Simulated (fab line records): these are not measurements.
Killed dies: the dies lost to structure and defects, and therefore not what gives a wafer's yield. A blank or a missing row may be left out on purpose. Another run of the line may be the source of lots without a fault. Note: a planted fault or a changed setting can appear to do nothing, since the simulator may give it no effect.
Struck lot and sound lot, side by side	flow nand_harc	14 steps out of a route of 1159
Sound: wafers L691.1, L691.5, L691.6. Wafers L700.1, L700.2, L700.5 were the ones struck. The cause is named last.
Order at every step that has rows: each side's tool, ch and its chambers, its first start. Under that, the readings that differ: sound wafers	struck wafers	difference of the means	sigmas: that difference in standard deviations of wafers without a fault.
alike: readings with means less than 2 such deviations apart, plus words and numbers identical on both sides. not compared: withheld readings, readings lacking a value on some wafer, bounds such as >300 that could conceal the same value, and numbers that have no deviation in the record and whose values overlap.
A row with sigmas, a row that says differs or no value, or rows on one side alone: a step with any of these is where the two part. Non-overlapping numbers with no deviation appear without sigmas and do not part them. A reading that every wafer of one side lacks parts them only if that side has two wafers or more.

NHARC_A_STAIRCASE_HM_OPEN_463: chemistry O2/COS.
  sound on rie_diel-01 ch 1,2,3; struck on rie_diel-13 ch 1,2,3
  alike: bias_w, drypump_motor_current_A, oes_product_au, rf_vpp_V, showerhead_plenum_p_Torr, throttle_valve_pct
  not compared: rf_hours_counter_h
then, 2 steps without rows for these wafers: NHARC_A_STAIRCASE_STRIP_464 (strips in O2/COS); NHARC_A_STAIRCASE_ETCH_453 (etches the open film in CF4/O2, target depth 30 nm, overetch 3 nm, time 16.5 s).
NHARC_A_STAIRCASE_ETCH_315: etches the open film in C4F8/O2/Ar, target depth 2500 nm, time 607.1 s.
  sound on rie_diel-01 ch 1,2,3; struck on rie_diel-13 ch 0,2
  alike: bias_w, oes_product_au, rf_vpp_V
  not compared: rf_hours_counter_h
then, 4 steps without rows for these wafers: NHARC_A_STAIRCASE_STRIP_316 (strips in O2); NHARC_A_STAIRCASE_STRIP_317 (strips in SPM, time 900 s); NHARC_A_STAIRCASE_PRECLEAN_318 (cleans in SC1); NHARC_A_STAIRCASE_SRD_329.
NHARC_A_STAIRCASE_ALD_415: deposits SiO2, target thk 30 nm, pulse time 6 s, ald cycles 300.
  sound on ald_hk-02 ch 1,2, day 12 12:07; struck on ald_hk-04 ch 0,2,3, day 14 05:04
  alike: heater_power_w, precursor_pulse_height_rel
NHARC_A_STAIRCASE_ETCHBACK_416: etches the open film in C4F8/O2/Ar, target depth 36 nm, time 7.2 s.
  sound on rie_diel-01 ch 0,2,3; struck on rie_diel-13 ch 0,1,2
  alike: bias_w, oes_product_au, rf_vpp_V
  not compared: rf_hours_counter_h
NHARC_A_STAIRCASE_STRIP_476: strips in O2, time 20 s.
  sound on rie_diel-01 ch 0,1, day 12 14:18; struck on rie_diel-13 ch 0,3, day 14 06:46
  alike: drypump_motor_current_A, oes_product_au, rf_vpp_V, showerhead_plenum_p_Torr, throttle_valve_pct
  not compared: rf_hours_counter_h
NHARC_A_STAIRCASE_DEP_417: deposits Si3N4, target thk 60 nm.
  sound on pecvd-02 ch 1,2, day 12 14:26; struck on pecvd-02 ch 0,2, day 14 06:52
  no value came back on the struck wafers for heater_power_outer_w (W), heater_power_w (W); on the sound wafers heater_power_outer_w (W) reads 524 527 446
then, 1 step without rows for these wafers: NHARC_A_STAIRCASE_WET_418 (chemistry H3PO4, target depth 20 nm).
-- jump in the record: it breaks off in module A_STAIRCASE and resumes in module END (first step shown: number 1159 of the route), and 7 days separate the struck wafers' starts before and after --
NHARC_END_SORT_01:
  here the record holds rows for the struck wafers (prober-02 ch 0, day 21 04:17) but none for the sound ones

WHERE THEY PART
At NHARC_A_STAIRCASE_DEP_417 first; at NHARC_END_SORT_01 last (within this record only).

WHY: the cause the simulator had injected
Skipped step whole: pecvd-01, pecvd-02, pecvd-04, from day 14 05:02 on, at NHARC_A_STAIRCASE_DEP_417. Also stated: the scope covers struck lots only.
